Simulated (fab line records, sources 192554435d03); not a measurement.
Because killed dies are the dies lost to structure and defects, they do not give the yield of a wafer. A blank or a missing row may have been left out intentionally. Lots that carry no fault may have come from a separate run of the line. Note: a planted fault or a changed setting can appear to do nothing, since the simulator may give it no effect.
Lot-split experiment | flow n5 finfet | route with 1938 steps; 7 lots, 21 wafers read

== THE SPLIT ==
At N5_BEOL_M7_DESCUM_33 (chemistry O2, time 7 s), the setting time s was moved away from the recipe's 7 s on 5 of the 21 wafers read, by -7.8% to +19.9%. This setting was run at the recipe's value on the other wafers.

== SPLIT TO READING: what lies between them in the file, 1 step ==
- N5_BEOL_M7_ETCH_72: etches underlayer in N2/H2, target depth 6.5 nm, time 5.2 s

== THE READING ==
CAR-EUV_of_BEOL_M7_COAT_22.thk nm (the simulator's own value, which no gauge read), in nm, at N5_BEOL_M7_ETCH_65 (etches SiARC in CF4, target depth 15.6 nm, time 26 s). There is no usual value for it anywhere in the file. The 16 wafers here that ran the recipe average 11.1 nm, standard deviation 0.099 nm.

wafer  | tool, chamber at the split | time s as run, s | against the recipe | CAR-EUV_of_BEOL_M7_COAT_22.thk nm, nm | against lot-mates on the recipe
L080.1 | rie diel-02, 2             | 7                | recipe             | 11                                    | -
L080.2 | rie diel-02, 1             | 6.452            | -7.8%              | 11.2                                  | +0.2
L080.6 | rie diel-02, 1             | 6.452            | -7.8%              | 11.4                                  | +0.4
L081.2 | rie diel-05, 1             | 7                | recipe             | 11                                    | -
L081.5 | rie diel-05, 1,3           | 7                | recipe             | 11                                    | -
L081.6 | rie diel-05, 1,3           | 7                | recipe             | 11                                    | -
L083.1 | rie diel-06, 1,3,1         | 7                | recipe             | 11.2                                  | -
L083.2 | rie diel-06, 1,3,1         | 7                | recipe             | 11.2                                  | -
L083.6 | rie diel-06, 1,3,1         | 7                | recipe             | 11                                    | -
L087.2 | rie diel-06, 2,3,0         | 7                | recipe             | 11                                    | -
L087.6 | rie diel-06, 2,3,0         | 7                | recipe             | 11                                    | -
L087.5 | rie diel-06, 2,3,0         | 7                | recipe             | 11.2                                  | -
L089.1 | rie diel-02, 0,3           | 7                | recipe             | 11.2                                  | -
L089.3 | rie diel-02, 2             | 8.39             | +19.9%             | 10.4                                  | -0.7
L089.4 | rie diel-02, 0,3           | 7                | recipe             | 11                                    | -
L092.1 | rie diel-02, 1,0           | 7                | recipe             | 11.2                                  | -
L092.3 | rie diel-02, 1,0           | 7                | recipe             | 11                                    | -
L092.5 | rie diel-02, 1             | 6.49             | -7.3%              | 11.4                                  | +0.3
L096.1 | rie diel-06, 3             | 7                | recipe             | 11.2                                  | -
L096.6 | rie diel-06, 0             | 7                | recipe             | 11.2                                  | -
L096.3 | rie diel-06, 2             | 7.793            | +11.3%             | 10.8                                  | -0.4
If several chambers appear in one row, that row covers several wafers at once and the file leaves open which wafer was in which chamber.

FIT RESULTS
A straight line over all 21 wafers: CAR-EUV_of_BEOL_M7_COAT_22.thk nm changes by -0.0323 nm for each +1% of time s; r = -0.89; the points scatter about the line by 0.1 nm.
The same after taking each lot's own level away (the mean of its wafers on the recipe; 21 wafers): -0.0363 nm for each +1%; r = -0.94; scatter 0.078 nm.
Per that fit: largest time s move, reading shift of 0.72 nm.
Measured against the standard deviation above, the lots' own levels, which go from 11.00 to 11.20 nm, span 2.0 times it.
In other words, the slope is changed by the lot-to-lot level; the two fits disagree.
Check: for one of the wafers moved furthest among these (+19.9%), held out of the fit, the line's prediction against its lot-mates is -0.74 nm. It came out at -0.7 nm against them.

== FURTHER SPLITS ON THESE WAFERS ==
These wafers also went through other splits before the reading. Each is held against what the fit with the lots' levels taken away leaves over:
other split on the same wafers | wafers away from the commonest value | r with CAR-EUV_of_BEOL_M7_COAT_22.thk nm (lot level and that fit taken away)
N5_BEOL_M7_EXPOSE_08 dose mj   | 9                                    | -0.04
N5_BEOL_M7_ETCH_62 source w    | 5                                    | +0.03

== THE WHOLE CHAIN: every reading that the file lists as answering this split, in the file's order ==
step                 | what it does                                                | reading                                                                            | change (the file's fit)                | r (the file's)
N5_BEOL_M7_DESCUM_33 | chemistry O2, time 7 s                                      | CAR-EUV_of_BEOL_M7_COAT_22.thk nm (the simulator's own value, which no gauge read) | -0.03 nm for each +1% of the setting   | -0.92
N5_BEOL_M7_ETCH_72   | etches underlayer in N2/H2, target depth 6.5 nm, time 5.2 s | CAR-EUV_of_BEOL_M7_COAT_22.thk nm (the simulator's own value, which no gauge read) | -0.0341 nm for each +1% of the setting | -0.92
N5_BEOL_M7_ETCH_65   | etches SiARC in CF4, target depth 15.6 nm, time 26 s        | CAR-EUV_of_BEOL_M7_COAT_22.thk nm (the simulator's own value, which no gauge read) | -0.0361 nm for each +1% of the setting | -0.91

== FILE'S OWN FIT ==
CAR-EUV_of_BEOL_M7_COAT_22.thk nm changes by -0.0361 nm for each +1% of time s, r = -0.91.
